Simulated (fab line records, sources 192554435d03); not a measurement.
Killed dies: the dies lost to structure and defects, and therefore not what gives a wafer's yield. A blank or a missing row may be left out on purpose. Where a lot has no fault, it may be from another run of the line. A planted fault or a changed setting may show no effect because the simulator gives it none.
Chamber matching / flow n5_finfet / N5_BEOL_M4_ETCHBACK_99 on rie_diel-01 has 4 sister chambers
The step etches SiO2 in CHF3, target depth 5 nm, time 10.4 s. 18 wafers are shown with their chamber, then 9 later ones without.

## WAFERS PAIRED WITH THEIR CHAMBERS
wafer=L246.1; chamber=2; showerhead_plenum_p_Torr (Torr)=2.14; throttle_valve_pct (%)=17.01; oes_product_au (a.u.)=0.70
wafer=L246.5; chamber=0; showerhead_plenum_p_Torr (Torr)=2.07; throttle_valve_pct (%)=16.68; oes_product_au (a.u.)=0.83
wafer=L246.6; chamber=3; showerhead_plenum_p_Torr (Torr)=2.07; throttle_valve_pct (%)=17.20; oes_product_au (a.u.)=0.79
wafer=L247.1; chamber=2; showerhead_plenum_p_Torr (Torr)=2.14; throttle_valve_pct (%)=17.01; oes_product_au (a.u.)=0.70
wafer=L247.3; chamber=0; showerhead_plenum_p_Torr (Torr)=2.07; throttle_valve_pct (%)=16.69; oes_product_au (a.u.)=0.82
wafer=L247.4; chamber=3; showerhead_plenum_p_Torr (Torr)=2.07; throttle_valve_pct (%)=17.20; oes_product_au (a.u.)=0.79
wafer=L249.3; chamber=0; showerhead_plenum_p_Torr (Torr)=2.07; throttle_valve_pct (%)=16.71; oes_product_au (a.u.)=0.81
wafer=L249.4; chamber=2; showerhead_plenum_p_Torr (Torr)=2.14; throttle_valve_pct (%)=17.02; oes_product_au (a.u.)=0.70
wafer=L249.6; chamber=0; showerhead_plenum_p_Torr (Torr)=2.07; throttle_valve_pct (%)=16.69; oes_product_au (a.u.)=0.81
wafer=L251.1; chamber=3; showerhead_plenum_p_Torr (Torr)=2.07; throttle_valve_pct (%)=17.22; oes_product_au (a.u.)=0.77
wafer=L251.3; chamber=2; showerhead_plenum_p_Torr (Torr)=2.13; throttle_valve_pct (%)=17.06; oes_product_au (a.u.)=0.70
wafer=L251.5; chamber=3; showerhead_plenum_p_Torr (Torr)=2.07; throttle_valve_pct (%)=17.23; oes_product_au (a.u.)=0.79
wafer=L252.1; chamber=3; showerhead_plenum_p_Torr (Torr)=2.07; throttle_valve_pct (%)=17.24; oes_product_au (a.u.)=0.77
wafer=L252.4; chamber=0; showerhead_plenum_p_Torr (Torr)=2.07; throttle_valve_pct (%)=16.71; oes_product_au (a.u.)=0.81
wafer=L252.6; chamber=3; showerhead_plenum_p_Torr (Torr)=2.07; throttle_valve_pct (%)=17.23; oes_product_au (a.u.)=0.77
wafer=L254.2; chamber=2; showerhead_plenum_p_Torr (Torr)=2.13; throttle_valve_pct (%)=17.06; oes_product_au (a.u.)=0.68
wafer=L254.5; chamber=1; showerhead_plenum_p_Torr (Torr)=2.11; throttle_valve_pct (%)=17.15; oes_product_au (a.u.)=0.67
wafer=L254.6; chamber=2; showerhead_plenum_p_Torr (Torr)=2.13; throttle_valve_pct (%)=17.06; oes_product_au (a.u.)=0.69

SIGNATURES (means of the wafers above)
reading=showerhead_plenum_p_Torr; chamber 0=2.0700; chamber 1=2.1100; chamber 2=2.1350; chamber 3=2.0700; scatter within a chamber=0.00327
reading=throttle_valve_pct; chamber 0=16.6960; chamber 1=17.1500; chamber 2=17.0367; chamber 3=17.2200; scatter within a chamber=0.0197
reading=oes_product_au; chamber 0=0.8160; chamber 1=0.6700; chamber 2=0.6950; chamber 3=0.7800; scatter within a chamber=0.00952
Rule: distance of a wafer from a chamber = root of the sum over the readings of ((wafer's reading minus chamber's mean) / reading's scatter) squared. If the next closest chamber is less than 2 further off than the closest, the wafer can't be placed; otherwise it belongs to the closest. The scatter: the root of (the sum of the squares of (reading less its chamber's mean) over the shown wafers, divided by (wafers less chambers)).

## WAFERS WITHOUT THEIR CHAMBER
wafer=L257.1; showerhead_plenum_p_Torr (Torr)=2.06; throttle_valve_pct (%)=17.25; oes_product_au (a.u.)=0.75
wafer=L257.4; showerhead_plenum_p_Torr (Torr)=2.06; throttle_valve_pct (%)=16.74; oes_product_au (a.u.)=0.79
wafer=L257.5; showerhead_plenum_p_Torr (Torr)=2.13; throttle_valve_pct (%)=17.08; oes_product_au (a.u.)=0.68
wafer=L265.1; showerhead_plenum_p_Torr (Torr)=2.05; throttle_valve_pct (%)=17.30; oes_product_au (a.u.)=0.74
wafer=L265.4; showerhead_plenum_p_Torr (Torr)=2.05; throttle_valve_pct (%)=16.76; oes_product_au (a.u.)=0.78
wafer=L265.6; showerhead_plenum_p_Torr (Torr)=2.05; throttle_valve_pct (%)=17.30; oes_product_au (a.u.)=0.75
wafer=L266.2; showerhead_plenum_p_Torr (Torr)=2.10; throttle_valve_pct (%)=16.73; oes_product_au (a.u.)=0.91
wafer=L266.3; showerhead_plenum_p_Torr (Torr)=2.05; throttle_valve_pct (%)=16.76; oes_product_au (a.u.)=0.77
wafer=L266.6; showerhead_plenum_p_Torr (Torr)=2.05; throttle_valve_pct (%)=17.31; oes_product_au (a.u.)=0.74

## EACH ONE'S CHAMBER
wafer=L257.1; from the rows above=3; in truth=3
wafer=L257.4; from the rows above=0; in truth=0
wafer=L257.5; from the rows above=2; in truth=2
wafer=L265.1; from the rows above=3; in truth=3
wafer=L265.4; from the rows above=0; in truth=0
wafer=L265.6; from the rows above=3; in truth=3
wafer=L266.2; from the rows above=0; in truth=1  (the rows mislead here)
wafer=L266.3; from the rows above=0; in truth=0
wafer=L266.6; from the rows above=3; in truth=3
Placed correctly: 8 of 9. Can't be placed from these rows: 0. Placed wrongly: 1.
